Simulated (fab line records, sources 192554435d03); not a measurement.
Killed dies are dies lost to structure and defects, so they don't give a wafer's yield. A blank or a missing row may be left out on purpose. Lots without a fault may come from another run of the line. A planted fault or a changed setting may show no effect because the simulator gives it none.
Which tool did it? | flow n5_finfet | 22 lots, 66 wafers sampled, at 6 steps of a route of 1938

WHAT THE GAUGES READ, wafer by wafer
N5_GATE_CUT_INSPECT_26: inspects for defects (darkfield). Usual: raw_defect_count 40, standard deviation 14.
lot  | measured     | on                | raw_defect_count | flag
L074 | day 4 19:11  | defect_inspect-01 | 37 34 38         |
L075 | day 4 23:03  | defect_inspect-02 | 36 32 48         |
L076 | day 5 03:20  | defect_inspect-01 | 31 30 45         |
L077 | day 5 13:01  | defect_inspect-01 | 36 67 55         |
L078 | day 5 14:46  | defect_inspect-02 | 26 29 60         |
L079 | day 6 00:40  | defect_inspect-02 | 59 29 40         |
L080 | day 6 05:07  | defect_inspect-02 | 49 23 16         |
L081 | day 6 12:41  | defect_inspect-02 | 32 48 25         |
L083 | day 6 23:56  | defect_inspect-01 | 26 28 35         |
L084 | day 7 06:32  | defect_inspect-01 | 62 56 23         |
L085 | day 7 11:38  | defect_inspect-02 | 64 20 58         |
L086 | day 7 21:47  | defect_inspect-01 | 44 21 34         |
L087 | day 8 01:38  | defect_inspect-01 | 25 22 44         |
L088 | day 8 03:33  | defect_inspect-01 | 34 63 49         |
L089 | day 8 21:15  | defect_inspect-01 | 32 26 20         |
L090 | day 8 22:07  | defect_inspect-02 | 51 35 42         |
L091 | day 8 23:52  | defect_inspect-01 | 30 35 27         |
L093 | day 9 09:17  | defect_inspect-01 | 68 56 62         |
L094 | day 9 19:30  | defect_inspect-01 | 27 50 33         |
L095 | day 9 21:00  | defect_inspect-01 | 51 56 47         |
L096 | day 10 07:26 | defect_inspect-02 | 54 58 29         |
L097 | day 10 10:53 | defect_inspect-01 | 38 43 63         |

N5_MOL_CONTACT_COAG_OVL_MEAS_41. Usual: VD_OVL 0.3 nm, standard deviation 0.74.
lot  | measured     | on         | VD_OVL (nm)    | flag
L074 | day 5 08:46  | overlay-02 | 0.2 0.2 1.0    |
L075 | day 5 10:23  | overlay-02 | 0.4 0.6 0.9    |
L076 | day 5 15:06  | overlay-01 | 0.5 -0.1 0.3   |
L077 | day 6 02:04  | overlay-01 | -1.2 -0.7 -1.4 |
L078 | day 6 04:03  | overlay-01 | 1.0 1.0 -0.6   |
L079 | day 6 11:10  | overlay-01 | 1.1 1.6 0.3    |
L080 | day 6 16:52  | overlay-02 | 0.8 0.7 1.0    |
L081 | day 7 04:28  | overlay-01 | -0.6 1.0 -0.2  |
L083 | day 7 13:56  | overlay-02 | 0.5 0.4 1.5    |
L084 | day 7 18:35  | overlay-02 | -0.7 -0.2 -0.6 |
L085 | day 8 01:41  | overlay-01 | 0.6 0.7 0.9    |
L086 | day 8 08:56  | overlay-02 | 0.9 -0.3 1.0   |
L087 | day 8 14:38  | overlay-01 | -0.2 0.0 -0.5  |
L088 | day 8 17:20  | overlay-01 | 0.3 0.0 0.7    |
L089 | day 9 10:03  | overlay-01 | 1.4 0.8 1.1    |
L090 | day 9 09:08  | overlay-01 | 0.1 1.2 -0.5   |
L091 | day 9 11:46  | overlay-01 | 0.2 0.2 -0.7   |
L093 | day 9 20:41  | overlay-01 | 1.3 2.3 0.5    |
L094 | day 10 06:33 | overlay-02 | 0.6 0.5 -0.4   |
L095 | day 10 10:26 | overlay-02 | -1.1 -0.3 0.1  |
L096 | day 10 22:14 | overlay-02 | 0.3 0.4 0.7    |
L097 | day 11 00:10 | overlay-02 | 1.3 0.6 1.0    |

WHICH TOOL RAN EACH LOT (tool, then ch and the chambers of the sampled wafers, then the start)
lot  | N5_GATE_CUT_ETCH_19                | N5_GATE_CUT_CUT_ETCH_53           | N5_MOL_CONTACT_COAG_ETCH_15        | N5_MOL_CONTACT_COAG_DESCUM_88
L074 | rie_diel-04 ch 1,3, day 4 15:38    | rie_metal-03 ch 0,1, day 4 15:44  | rie_diel-01 ch 0,3, day 4 19:51    | rie_diel-02 ch 0,1, day 5 06:37
L075 | rie_diel-03 ch 0,1,3, day 4 18:02  | rie_metal-03 ch 0,1, day 4 18:09  | rie_diel-02 ch 0,2,3, day 4 23:41  | rie_diel-02 ch 0,2,3, day 5 09:03
L076 | rie_diel-03 ch 2,3, day 5 00:16    | rie_metal-03 ch 0,1, day 5 00:23  | rie_diel-02 ch 0,1,3, day 5 04:23  | rie_diel-05 ch 0,2, day 5 13:56
L077 | rie_diel-06 ch 2,3, day 5 09:56    | rie_metal-01 ch 0,1, day 5 10:04  | rie_diel-01 ch 2,3, day 5 14:04    | rie_diel-01 ch 0,1, day 6 00:35
L078 | rie_diel-04 ch 0,1,2, day 5 11:40  | rie_metal-03 ch 0,1, day 5 11:48  | rie_diel-01 ch 0,3, day 5 15:25    | rie_diel-05 ch 0,2,3, day 6 02:52
L079 | rie_diel-06 ch 0,2, day 5 21:23    | rie_metal-03 ch 0,1, day 5 21:32  | rie_diel-05 ch 0,2,3, day 6 01:23  | rie_diel-05 ch 2,3, day 6 10:01
L080 | rie_diel-04 ch 0,3, day 6 02:02    | rie_metal-02 ch 1, day 6 02:09    | rie_diel-02 ch 0,1, day 6 05:49    | rie_diel-01 ch 0,1,3, day 6 15:35
L081 | rie_diel-06 ch 0,2,3, day 6 09:33  | rie_metal-03 ch 0,1, day 6 09:41  | rie_diel-01 ch 0,2,3, day 6 13:26  | rie_diel-02 ch 1,2,3, day 7 03:08
L083 | rie_diel-03 ch 0,1,2, day 6 20:52  | rie_metal-02 ch 0,1, day 6 20:58  | rie_diel-01 ch 0,3, day 7 03:47    | rie_diel-02 ch 0,1,2, day 7 12:39
L084 | rie_diel-06 ch 0,1,2, day 7 03:28  | rie_metal-03 ch 0,1, day 7 03:34  | rie_diel-05 ch 1,3, day 7 08:46    | rie_diel-05 ch 0,2,3, day 7 17:26
L085 | rie_diel-06 ch 0,1,2, day 7 08:34  | rie_metal-03 ch 0,1, day 7 08:40  | rie_diel-02 ch 0,1,2, day 7 12:25  | rie_diel-02 ch 0,2,3, day 8 00:31
L086 | rie_diel-04 ch 0,2,3, day 7 18:40  | rie_metal-03 ch 0,1, day 7 18:48  | rie_diel-05 ch 2,3, day 7 22:40    | rie_diel-05 ch 0,2,3, day 8 07:29
L087 | rie_diel-06 ch 0,1,2, day 7 22:34  | rie_metal-02 ch 1, day 7 22:40    | rie_diel-02 ch 0,2, day 8 02:23    | rie_diel-05 ch 0,1,2, day 8 13:22
L088 | rie_diel-06 ch 2,3, day 8 00:09    | rie_metal-03 ch 0, day 8 00:19    | rie_diel-01 ch 0,2,3, day 8 04:19  | rie_diel-05 ch 0,1,3, day 8 15:43
L089 | rie_diel-04 ch 1,2, day 8 17:21    | rie_metal-01 ch 1, day 8 17:29    | rie_diel-01 ch 0,1, day 8 22:01    | rie_diel-01 ch 0,1, day 9 08:27
L090 | rie_diel-04 ch 1,2, day 8 18:43    | rie_metal-03 ch 0, day 8 18:50    | rie_diel-01 ch 0,2,3, day 8 22:45  | rie_diel-05 ch 0,3, day 9 07:24
L091 | rie_diel-03 ch 0,3, day 8 20:19    | rie_metal-02 ch 0,1, day 8 20:25  | rie_diel-05 ch 0,2,3, day 9 00:38  | rie_diel-02 ch 0,1, day 9 10:13
L093 | rie_diel-03 ch 0,1,3, day 9 06:12  | rie_metal-02 ch 0,1, day 9 06:19  | rie_diel-02 ch 0,2,3, day 9 10:02  | rie_diel-01 ch 2,3, day 9 19:22
L094 | rie_diel-04 ch 0,2, day 9 16:20    | rie_metal-02 ch 0,1, day 9 16:26  | rie_diel-02 ch 2,3, day 9 20:16    | rie_diel-01 ch 0,2,3, day 10 05:11
L095 | rie_diel-04 ch 0,1, day 9 17:55    | rie_metal-03 ch 0,1, day 9 18:02  | rie_diel-02 ch 2,3, day 9 21:38    | rie_diel-05 ch 1,2, day 10 09:02
L096 | rie_diel-04 ch 0,1,2, day 10 01:37 | rie_metal-02 ch 0,1, day 10 01:43 | rie_diel-01 ch 0,2,3, day 10 08:04 | rie_diel-02 ch 1,2,3, day 10 20:34
L097 | rie_diel-04 ch 0,2,3, day 10 07:49 | rie_metal-01 ch 0,1, day 10 07:55 | rie_diel-02 ch 1,2,3, day 10 11:34 | rie_diel-01 ch 0,3, day 10 22:43
- N5_GATE_CUT_ETCH_19: etches SiNx in CH3F/O2, target depth 53.7 nm, time 76.7 s.
- N5_GATE_CUT_CUT_ETCH_53: etches W in SF6/Cl2, target depth 79.2 nm.
- N5_MOL_CONTACT_COAG_ETCH_15: etches SiNx in CH3F/O2, stops on Si:P, target depth 7 nm.
- N5_MOL_CONTACT_COAG_DESCUM_88: chemistry O2, time 7 s.

WHAT THE TOOLS THEMSELVES READ (means of the sampled wafers that have a number; where no wafer has one, the mark that the record gives instead)
N5_GATE_CUT_ETCH_19. Usual: O2_flow_sccm 20.00 sccm, standard deviation 0.059; drypump_motor_current_A 5.8 A, standard deviation 0.35; etch_rf_on_time_s 76.9 s, standard deviation 0.89; oes_product_au 0.67 a.u., standard deviation 0.076; rf_vpp_V 297 V, standard deviation 3.6; showerhead_plenum_p_Torr 2.01 Torr, standard deviation 0.053; throttle_valve_pct 16.38 %, standard deviation 0.26.
lot  | tool        | O2_flow_sccm (sccm) | drypump_motor_current_A (A) | etch_rf_on_time_s (s) | oes_product_au (a.u.) | rf_vpp_V (V) | showerhead_plenum_p_Torr (Torr) | throttle_valve_pct (%) | flag
L074 | rie_diel-04 | 19.98               | 5.5                         | 77.0                  | 0.66                  | 298          | 2.04                            | 16.30                  |
L075 | rie_diel-03 | 20.01               | 6.0                         | 77.3                  | 0.71                  | 297          | 2.05                            | 16.22                  |
L076 | rie_diel-03 | 19.98               | 6.3                         | 77.1                  | 0.64                  | 295          | 2.05                            | 16.33                  |
L077 | rie_diel-06 | 20.01               | 5.4                         | 76.5                  | 0.67                  | 299          | 2.03                            | 16.39                  |
L078 | rie_diel-04 | 19.96               | 5.8                         | 77.2                  | 0.63                  | 296          | 1.99                            | 16.49                  |
L079 | rie_diel-06 | 20.07               | 5.6                         | 76.3                  | 0.65                  | 301          | 2.05                            | 16.40                  |
L080 | rie_diel-04 | 20.05               | 6.0                         | 76.6                  | 0.62                  | 297          | 1.99                            | 16.63                  |
L081 | rie_diel-06 | 20.06               | 5.6                         | 77.6                  | 0.63                  | 299          | 2.04                            | 16.39                  |
L083 | rie_diel-03 | 19.98               | 6.0                         | 76.4                  | 0.75                  | 296          | 2.00                            | 16.17                  |
L084 | rie_diel-06 | 19.98               | 5.6                         | 77.0                  | 0.64                  | 302          | 2.02                            | 16.58                  |
L085 | rie_diel-06 | 19.97               | 5.6                         | 77.0                  | 0.64                  | 302          | 2.02                            | 16.56                  |
L086 | rie_diel-04 | 20.05               | 5.8                         | 77.5                  | 0.65                  | 296          | 1.97                            | 16.48                  |
L087 | rie_diel-06 | 19.99               | 5.6                         | 77.6                  | 0.63                  | 302          | 2.02                            | 16.59                  |
L088 | rie_diel-06 | 20.03               | 5.6                         | 76.0                  | 0.78                  | 296          | 2.03                            | 16.06                  |
L089 | rie_diel-04 | 19.94               | 5.6                         | 77.2                  | 0.66                  | 294          | 1.97                            | 16.35                  |
L090 | rie_diel-04 | 20.01               | 5.6                         | 76.7                  | 0.65                  | 293          | 1.97                            | 16.34                  |
L091 | rie_diel-03 | 19.94               | 5.9                         | 76.7                  | 0.72                  | 295          | 2.00                            | 15.98                  |
L093 | rie_diel-03 | 20.01               | 6.0                         | 76.9                  | 0.68                  | 297          | 2.04                            | 16.29                  |
L094 | rie_diel-04 | 20.05               | 6.1                         | 76.5                  | 0.76                  | 296          | 1.95                            | 16.37                  |
L095 | rie_diel-04 | 19.97               | 5.8                         | 76.0                  | 0.66                  | 295          | 2.03                            | 16.45                  |
L096 | rie_diel-04 | 19.97               | 5.8                         | 77.1                  | 0.68                  | 295          | 1.98                            | 16.41                  |
L097 | rie_diel-04 | 20.01               | 5.8                         | 76.3                  | 0.72                  | 296          | 1.97                            | 16.35                  |

N5_GATE_CUT_CUT_ETCH_53. Usual: drypump_motor_current_A 5.3 A, standard deviation 0.41; etch_rf_on_time_s 26.4 s, standard deviation 0.44; oes_product_au 0.67 a.u., standard deviation 0.087; throttle_valve_pct 28.89 %, standard deviation 0.12.
lot  | tool         | drypump_motor_current_A (A) | etch_rf_on_time_s (s) | oes_product_au (a.u.) | throttle_valve_pct (%) | flag
L074 | rie_metal-03 | 5.1                         | 26.4                  | 0.66                  | 28.90                  |
L075 | rie_metal-03 | 5.4                         | 26.0                  | 0.61                  | 28.91                  |
L076 | rie_metal-03 | 5.4                         | 26.2                  | 0.60                  | 28.91                  |
L077 | rie_metal-01 | 5.2                         | 25.7                  | 0.85                  | 28.66                  |
L078 | rie_metal-03 | 5.4                         | 26.5                  | 0.60                  | 28.91                  |
L079 | rie_metal-03 | 5.4                         | 26.2                  | 0.60                  | 28.92                  |
L080 | rie_metal-02 | 5.3                         | 26.9                  | 0.63                  | 29.09                  |
L081 | rie_metal-03 | 5.1                         | 26.1                  | 0.66                  | 28.91                  |
L083 | rie_metal-02 | 5.7                         | 26.7                  | 0.69                  | 28.88                  |
L084 | rie_metal-03 | 5.1                         | 26.4                  | 0.65                  | 28.91                  |
L085 | rie_metal-03 | 5.1                         | 26.7                  | 0.64                  | 28.91                  |
L086 | rie_metal-03 | 5.4                         | 26.3                  | 0.59                  | 28.93                  |
L087 | rie_metal-02 | 5.4                         | 27.2                  | 0.61                  | 29.09                  |
L088 | rie_metal-03 | 4.9                         | 26.2                  | 0.70                  | 28.90                  |
L089 | rie_metal-01 | 4.9                         | 26.1                  | 0.77                  | 28.80                  |
L090 | rie_metal-03 | 4.9                         | 26.3                  | 0.69                  | 28.90                  |
L091 | rie_metal-02 | 5.5                         | 27.0                  | 0.64                  | 29.00                  |
L093 | rie_metal-02 | 5.7                         | 26.9                  | 0.68                  | 28.89                  |
L094 | rie_metal-02 | 5.5                         | 26.7                  | 0.65                  | 28.99                  |
L095 | rie_metal-03 | 5.1                         | 26.5                  | 0.75                  | 28.86                  |
L096 | rie_metal-02 | 5.5                         | 26.9                  | 0.64                  | 28.99                  |
L097 | rie_metal-01 | 5.2                         | 26.0                  | 0.79                  | 28.67                  |

N5_MOL_CONTACT_COAG_ETCH_15. Usual: O2_flow_sccm 20.01 sccm, standard deviation 0.053; drypump_motor_current_A 5.7 A, standard deviation 0.5; oes_product_au 0.56 a.u., standard deviation 0.051; rf_vpp_V 297.1 V, standard deviation 2.3; showerhead_plenum_p_Torr 1.975 Torr, standard deviation 0.028; throttle_valve_pct 16.39 %, standard deviation 0.26.
lot  | tool        | O2_flow_sccm (sccm) | drypump_motor_current_A (A) | oes_product_au (a.u.) | rf_vpp_V (V) | showerhead_plenum_p_Torr (Torr) | throttle_valve_pct (%) | flag
L074 | rie_diel-01 | 20.05               | 5.9                         | 0.64                  | 298.9        | 1.975                           | 16.06                  |
L075 | rie_diel-02 | 20.05               | 5.9                         | 0.58                  | 296.0        | 1.992                           | 16.40                  |
L076 | rie_diel-02 | 20.02               | 5.9                         | 0.57                  | 297.1        | 1.991                           | 16.21                  |
L077 | rie_diel-01 | 19.99               | 5.4                         | 0.52                  | 295.4        | 1.980                           | 16.68                  |
L078 | rie_diel-01 | 20.01               | 5.4                         | 0.59                  | 298.1        | 1.984                           | 16.30                  |
L079 | rie_diel-05 | 19.99               | 5.3                         | 0.53                  | 295.8        | 1.959                           | 16.48                  |
L080 | rie_diel-02 | 19.99               | 5.9                         | 0.55                  | 299.0        | 1.983                           | 16.21                  |
L081 | rie_diel-01 | 20.01               | 5.7                         | 0.57                  | 296.9        | 1.973                           | 16.40                  |
L083 | rie_diel-01 | 19.97               | 5.9                         | 0.61                  | 297.6        | 1.968                           | 16.11                  |
L084 | rie_diel-05 | 20.03               | 5.9                         | 0.51                  | 299.3        | 1.973                           | 16.55                  |
L085 | rie_diel-02 | 19.98               | 5.9                         | 0.55                  | 297.5        | 1.979                           | 16.42                  |
L086 | rie_diel-05 | 19.99               | 5.3                         | 0.52                  | 297.6        | 1.932                           | 16.53                  |
L087 | rie_diel-02 | 20.03               | 5.9                         | 0.56                  | 294.4        | 1.977                           | 16.63                  |
L088 | rie_diel-01 | 19.99               | 5.7                         | 0.63                  | 298.4        | 1.969                           | 16.25                  |
L089 | rie_diel-01 | 20.02               | 6.0                         | 0.55                  | 297.6        | 1.959                           | 16.27                  |
L090 | rie_diel-01 | 19.99               | 5.7                         | 0.62                  | 296.9        | 1.968                           | 16.26                  |
L091 | rie_diel-05 | 20.04               | 5.3                         | 0.51                  | 295.8        | 1.951                           | 16.53                  |
L093 | rie_diel-02 | 20.02               | 5.9                         | 0.56                  | 295.7        | 1.979                           | 16.48                  |
L094 | rie_diel-02 | 20.04               | 6.0                         | 0.54                  | 294.2        | 2.000                           | 16.63                  |
L095 | rie_diel-02 | 19.96               | 6.0                         | 0.55                  | 296.2        | 2.005                           | 16.45                  |
L096 | rie_diel-01 | 20.00               | 5.7                         | 0.60                  | 296.7        | 1.964                           | 16.30                  |
L097 | rie_diel-02 | 20.01               | 6.0                         | 0.53                  | 296.5        | 1.998                           | 16.43                  |

N5_MOL_CONTACT_COAG_DESCUM_88. Usual: bias_power_w 20.00 W, standard deviation 0.058; drypump_motor_current_A 5.7 A, standard deviation 0.46; oes_product_au 0.75 a.u., standard deviation 0.076; rf_vpp_V 242.7 V, standard deviation 0.98; showerhead_plenum_p_Torr 2.06 Torr, standard deviation 0.03; throttle_valve_pct 20.49 %, standard deviation 0.23.
lot  | tool        | bias_power_w (W) | drypump_motor_current_A (A) | oes_product_au (a.u.) | rf_vpp_V (V) | showerhead_plenum_p_Torr (Torr) | throttle_valve_pct (%) | flag
L074 | rie_diel-02 | 19.96            | 5.9                         | 0.77                  | 242.8        | 2.08                            | 20.29                  |
L075 | rie_diel-02 | 19.99            | 5.9                         | 0.79                  | 243.5        | 2.08                            | 20.49                  |
L076 | rie_diel-05 | 20.07            | 5.1                         | 0.73                  | 243.6        | 2.03                            | 20.45                  |
L077 | rie_diel-01 | 19.95            | 6.0                         | 0.77                  | 242.8        | 2.06                            | 20.35                  |
L078 | rie_diel-05 | 20.02            | 5.4                         | 0.72                  | 242.3        | 2.05                            | 20.59                  |
L079 | rie_diel-05 | 20.03            | 5.6                         | 0.72                  | 242.6        | 2.05                            | 20.72                  |
L080 | rie_diel-01 | 19.95            | 5.6                         | 0.78                  | 242.6        | 2.07                            | 20.35                  |
L081 | rie_diel-02 | 20.04            | 6.0                         | 0.75                  | 243.5        | 2.10                            | 20.44                  |
L083 | rie_diel-02 | 20.01            | 5.9                         | 0.75                  | 241.9        | 2.07                            | 20.50                  |
L084 | rie_diel-05 | 19.96            | 5.3                         | 0.70                  | 243.1        | 2.05                            | 20.60                  |
L085 | rie_diel-02 | 19.99            | 5.9                         | 0.76                  | 242.7        | 2.07                            | 20.52                  |
L086 | rie_diel-05 | 19.99            | 5.3                         | 0.70                  | 242.5        | 2.05                            | 20.61                  |
L087 | rie_diel-05 | 19.95            | 5.4                         | 0.69                  | 241.6        | 2.05                            | 20.49                  |
L088 | rie_diel-05 | 20.01            | 5.6                         | 0.70                  | 242.5        | 2.07                            | 20.61                  |
L089 | rie_diel-01 | 19.94            | 6.0                         | 0.74                  | 242.8        | 2.05                            | 20.40                  |
L090 | rie_diel-05 | 19.97            | 5.6                         | 0.69                  | 242.8        | 2.07                            | 20.73                  |
L091 | rie_diel-02 | 19.99            | 5.9                         | 0.73                  | 243.2        | 2.07                            | 20.34                  |
L093 | rie_diel-01 | 20.01            | 5.4                         | 0.86                  | 242.9        | 2.06                            | 20.49                  |
L094 | rie_diel-01 | 19.99            | 5.7                         | 0.83                  | 242.8        | 2.05                            | 20.36                  |
L095 | rie_diel-05 | 20.05            | 5.4                         | 0.78                  | 241.4        | 2.01                            | 20.38                  |
L096 | rie_diel-02 | 20.00            | 6.0                         | 0.73                  | 242.8        | 2.09                            | 20.48                  |
L097 | rie_diel-01 | 19.99            | 5.4                         | 0.76                  | 242.3        | 2.05                            | 20.42                  |

THE ANSWER, worked out from the rows above alone
Rule: a lot is off if the mean of its wafers that have a number lies more than 3 standard deviations from the usual mean. A lot without any number at a reading at which 4 lots or more have one is off too. The other lots that the step has rows for count as sound. The gauges are gone through in route order, then the tools' own readings, and for those a lot's mean is taken as printed above. The first step at which some lot is off is used, and at that step the reading that is off furthest; a lot without a number counts as furthest.
No lot is off at any reading shown: from this, nothing can be told.

WHAT THE SIMULATOR HAD PUT IN
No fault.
